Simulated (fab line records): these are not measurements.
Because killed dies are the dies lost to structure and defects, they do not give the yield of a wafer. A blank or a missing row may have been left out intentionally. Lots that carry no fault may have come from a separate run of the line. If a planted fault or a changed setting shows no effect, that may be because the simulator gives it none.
Chamber matching :: flow nand harc :: 4 sister chambers for NHARC_A_BONDPAD_CMP_29 on cmp-01
The step polishes SiCN, target thk 200 nm. 8 wafers are shown with their chamber, then 8 later ones without.

== WAFERS, EACH WITH ITS CHAMBER ==
wafer: L827.2
chamber: 1
motor current A (A): 9.9
slurry flow ml min: 150.4

wafer: L827.4
chamber: 2
motor current A (A): 12.7
slurry flow ml min: 150.0

wafer: L825.4
chamber: 3
motor current A (A): 12.6
slurry flow ml min: 150.0

wafer: L825.5
chamber: 1
motor current A (A): 10.1
slurry flow ml min: 149.4

wafer: L832.3
chamber: 0
motor current A (A): 13.5
slurry flow ml min: 149.6

wafer: L832.4
chamber: 2
motor current A (A): 13.2
slurry flow ml min: 149.9

wafer: L832.5
chamber: 3
motor current A (A): 12.7
slurry flow ml min: 149.0

wafer: L836.1
chamber: 0
motor current A (A): 12.0
slurry flow ml min: 150.7

== WAFERS MISSING THEIR CHAMBER ==
wafer: L836.2
motor current A (A): 12.4
slurry flow ml min: 150.5

wafer: L836.4
motor current A (A): 12.3
slurry flow ml min: 150.6

wafer: L838.1
motor current A (A): 12.5
slurry flow ml min: 149.2

wafer: L838.4
motor current A (A): 9.9
slurry flow ml min: 149.7

wafer: L838.5
motor current A (A): 13.3
slurry flow ml min: 149.9

wafer: L840.3
motor current A (A): 12.0
slurry flow ml min: 150.0

wafer: L840.4
motor current A (A): 12.6
slurry flow ml min: 149.6

wafer: L840.6
motor current A (A): 12.7
slurry flow ml min: 150.7

== CHAMBER TAKEN BY EACH ==
wafer: L836.2
from the rows above: can't be placed: 0 or 2 or 3
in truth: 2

wafer: L836.4
from the rows above: can't be placed: 0 or 2 or 3
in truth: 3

wafer: L838.1
from the rows above: can't be placed: 3 or 2 or 0
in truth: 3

wafer: L838.4
from the rows above: 1
in truth: 1

wafer: L838.5
from the rows above: can't be placed: 2 or 0 or 3
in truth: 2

wafer: L840.3
from the rows above: can't be placed: 0 or 3 or 2
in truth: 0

wafer: L840.4
from the rows above: can't be placed: 3 or 2 or 0
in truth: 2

wafer: L840.6
from the rows above: can't be placed: 0 or 2 or 3
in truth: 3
Correct placement for 1 of the 8. Can't be placed from these rows: 7 (the true chamber is among the candidates in 7). Placed wrongly: 0.
How it was worked out, from the rows above alone: a wafer's distance from a chamber is the root of the sum, over the readings, of the square of ((its reading less the chamber's mean) divided by the reading's scatter). If the next closest chamber is less than 2 further off than the closest, the wafer can't be placed; otherwise it belongs to the closest. A chamber's mean is the mean of its shown wafers. The scatter is the square root of a quotient: the sum, over the shown wafers, of each reading's squared deviation from its chamber's mean, divided by wafers minus chambers.
